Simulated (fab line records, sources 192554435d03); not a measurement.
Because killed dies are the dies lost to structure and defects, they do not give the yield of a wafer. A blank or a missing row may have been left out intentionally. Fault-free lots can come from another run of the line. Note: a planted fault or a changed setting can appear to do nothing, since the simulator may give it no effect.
Code-filled problem report in 8D (eight disciplines) form | flow n5 finfet | the parts of the form that need people (team, actions taken, sign-off) are left out

1. PROBLEM STATEMENT
Wafers without a fault read 13.422 %, standard deviation 0.026; lamp_zone_7_pct at N5_WELL_APT_RTA_34 reads a mean of 10.604 % on 6 wafers belonging to 2 lots. So: -99 or more standard deviations from the usual mean.
The step: time 10 s.
First observed at day 6 11:07: wafer L216.1, on rtp anneal-02. At this step, 33 wafers from 11 lots have a number in the record. The rule behind "out" and "out of limits": a value lying over 4 standard deviations away from the usual mean. The other wafers with a number count as sound.

2. WHAT IT IS, AND WHAT IT ISN'T
question                    | is                                                                                                                                    | is not
which readings at this step | lamp_zone_7_pct, lamp power pct, lamp_zone_1_pct, lamp_zone_2_pct, lamp_zone_3_pct, lamp_zone_4_pct, lamp_zone_5_pct, lamp_zone_6_pct | wafer_temp_C_max
which lots                  | L216, L217                                                                                                                            | L199, L200, L202, L205, L206, L207, L208, L218, L220
which wafers of those lots  | all that have a number                                                                                                                | -
read on which tools         | rtp anneal-02                                                                                                                         | rtp anneal-01
when                        | from day 6 11:07                                                                                                                      | up to then (21 sound wafers); but 6 sound wafers of L218, L220 came after

3. THE SUSPECTS, EACH WITH WHAT RULES IT OUT
Counting: a tool at any process step up to the reading remains a suspect when it ran all the lots that are out and ran no sound lot after the first of those.
- rie diel-03 at N5_WELL_APT_DESCUM_13 (chemistry O2, time 7.9 s): ruled out as a lasting fault. After its first lot that is out, L216 (day 6 07:59), sound lots L218 ran on it.
- rtp anneal-02 at N5_WELL_APT_RTA_34 (time 10 s): kept. All lots that are out passed through it, beginning with L216 at day 6 11:07, and no sound lot followed; its final sound lot before that point was L208 at day 4 10:05. Its own lamp power pct, lamp_zone_1_pct, lamp_zone_2_pct, lamp_zone_3_pct, lamp_zone_4_pct, lamp_zone_5_pct, lamp_zone_6_pct, lamp_zone_7_pct readings are out on those wafers.
Remaining after the count: rtp anneal-02 at N5_WELL_APT_RTA_34.

4. THE CAUSE (what the simulator had put in)
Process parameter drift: rtp anneal-02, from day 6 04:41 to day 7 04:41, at N5_WELL_APT_RTA_34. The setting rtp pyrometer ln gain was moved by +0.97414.
After counting, this tool was the only one left.

5. THE EFFECT CHAIN, in route order
One row per reading whose mean, taken over the struck wafers that have a number, lies over 3 standard deviations from the usual. Only readings whose record carries a usual standard deviation are examined. hours: median over the lots of the time between each lot's start at the first step of this table that gives one and its start at this step. sigmas: the change, counted in usual standard deviations.
hours | step               | reading         | usual    | on struck wafers | change | sigmas
0     | N5_WELL_APT_RTA_34 | lamp power pct  | 13.00 %  | 10.27            | -2.73  | -55
0     | N5_WELL_APT_RTA_34 | lamp_zone_1_pct | 13.00 %  | 10.25            | -2.75  | -92
0     | N5_WELL_APT_RTA_34 | lamp_zone_2_pct | 12.996 % | 10.262           | -2.734 | -99 or more
0     | N5_WELL_APT_RTA_34 | lamp_zone_3_pct | 12.996 % | 10.281           | -2.715 | -90
0     | N5_WELL_APT_RTA_34 | lamp_zone_4_pct | 12.996 % | 10.261           | -2.735 | -91
0     | N5_WELL_APT_RTA_34 | lamp_zone_5_pct | 12.996 % | 10.261           | -2.735 | -91
0     | N5_WELL_APT_RTA_34 | lamp_zone_6_pct | 12.92 %  | 10.20            | -2.72  | -88
0     | N5_WELL_APT_RTA_34 | lamp_zone_7_pct | 13.422 % | 10.604           | -2.818 | -99 or more
Its process steps:
- N5_WELL_APT_RTA_34: time 10 s.

6. WHAT WOULD HAVE CAUGHT IT SOONER
First out-of-limits reading in this record: day 6 11:07, which is 6 hours after fault onset at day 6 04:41.
